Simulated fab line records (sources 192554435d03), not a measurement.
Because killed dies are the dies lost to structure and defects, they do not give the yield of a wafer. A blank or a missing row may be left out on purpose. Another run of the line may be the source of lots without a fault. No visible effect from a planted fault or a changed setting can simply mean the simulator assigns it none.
Chamber matching	flow n5Finfet	pecvd-02 running N5_SDB_HM_DEP_00: 3 sister chambers
The step deposits SiNx from SiH4/NH3/N2, target thk 40 nm, time 35.3 s. 3 wafers are shown with their chamber, then 10 later ones without.

## WAFERS, EACH WITH ITS CHAMBER
wafer	chamber	throttleValvePct (%)
L087.3	0	38.5
L087.5	1	39.7
L089.4	2	35.7

## WAFERS WHOSE CHAMBER IS MISSING
wafer	throttleValvePct (%)
L089.6	38.8
L091.1	38.8
L091.3	39.6
L091.4	35.5
L093.1	39.0
L093.4	39.0
L093.5	35.8
L097.1	39.1
L097.2	39.4
L097.5	38.8

## WHICH CHAMBER EACH WENT THROUGH
wafer	from the rows above	in truth
L089.6	can't be placed: 0 or 1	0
L091.1	can't be placed: 0 or 1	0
L091.3	1	1
L091.4	2	2
L093.1	can't be placed: 0 or 1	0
L093.4	can't be placed: 0 or 1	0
L093.5	2	2
L097.1	can't be placed: 0 or 1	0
L097.2	can't be placed: 1 or 0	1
L097.5	can't be placed: 0 or 1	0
Placed correctly: 3 of 10. These rows do not allow placing 7 (true chamber among the candidates in 7). Number placed wrongly: 0.
How it was worked out, from the rows above alone: a wafer's distance from a chamber is the root of the sum, over the readings, of the square of ((its reading less the chamber's mean) divided by the reading's scatter). The wafer belongs to the nearest chamber; if the next one is less than 2 further off, it can't be placed. For every chamber, the mean is computed from those of its wafers that are shown. The scatter: with one shown wafer a chamber, the root of the mean of the squares of how far each hidden wafer lies from its nearest shown one.
